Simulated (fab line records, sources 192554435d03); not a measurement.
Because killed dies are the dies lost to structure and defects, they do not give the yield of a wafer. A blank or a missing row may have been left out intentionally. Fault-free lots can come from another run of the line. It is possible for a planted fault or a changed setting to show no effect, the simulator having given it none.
Matching of chambers -- flow n5 finfet -- 4 sister chambers for N5_DUMMY_GATE_STRIP_41 on rie diel-05
The step strips in O2. 14 wafers are shown with their chamber, then 7 later ones without.

WAFERS, EACH WITH ITS CHAMBER
wafer,chamber,drypump motor current A (A),throttle valve pct (%),showerhead plenum p Torr (Torr)
L076.1,0,5.5,16.03,2.14
L076.3,1,5.8,16.62,2.00
L076.4,3,5.0,16.31,2.05
L079.2,0,5.5,16.05,2.14
L079.3,2,5.7,16.40,2.17
L079.5,3,5.0,16.32,2.05
L082.1,1,5.8,16.62,1.99
L082.4,0,5.5,16.06,2.14
L082.6,1,5.8,16.64,1.99
L083.1,2,5.7,16.41,2.16
L083.2,1,5.8,16.63,1.99
L083.5,0,5.5,16.07,2.14
L086.1,1,5.8,16.65,1.99
L086.3,0,5.6,16.07,2.13

SIGNATURES (means of the wafers above)
reading,chamber 0,chamber 1,chamber 2,chamber 3,scatter within a chamber
drypump motor current A,5.520,5.800,5.700,5.000,0.0283
throttle valve pct,16.0560,16.6320,16.4050,16.3150,0.0138
showerhead plenum p Torr,2.1380,1.9920,2.1650,2.0500,0.00458
Rule: for each reading, subtract the chamber's mean from the wafer's reading, divide by that reading's scatter and square the result; add these up over the readings and take the root, which gives the wafer's distance from the chamber. The wafer belongs to the nearest chamber; if the next one is less than 2 further off, it can't be placed. The scatter is the square root of a quotient: the sum, over the shown wafers, of each reading's squared deviation from its chamber's mean, divided by wafers minus chambers.

WAFERS MISSING THEIR CHAMBER
wafer,drypump motor current A (A),throttle valve pct (%),showerhead plenum p Torr (Torr)
L086.4,5.0,16.36,2.05
L087.3,5.8,16.66,1.99
L087.4,5.0,16.35,2.05
L087.6,5.5,16.09,2.13
L090.3,5.7,16.43,2.16
L090.5,5.7,16.45,2.16
L090.6,5.8,16.66,1.99

WHICH CHAMBER EACH ONE RAN IN
wafer,from the rows above,in truth
L086.4,3,3
L087.3,1,1
L087.4,3,3
L087.6,0,0
L090.3,2,2
L090.5,2,2
L090.6,1,1
7 of 7 placed correctly. Can't be placed from these rows: 0. Wrongly placed: 0.
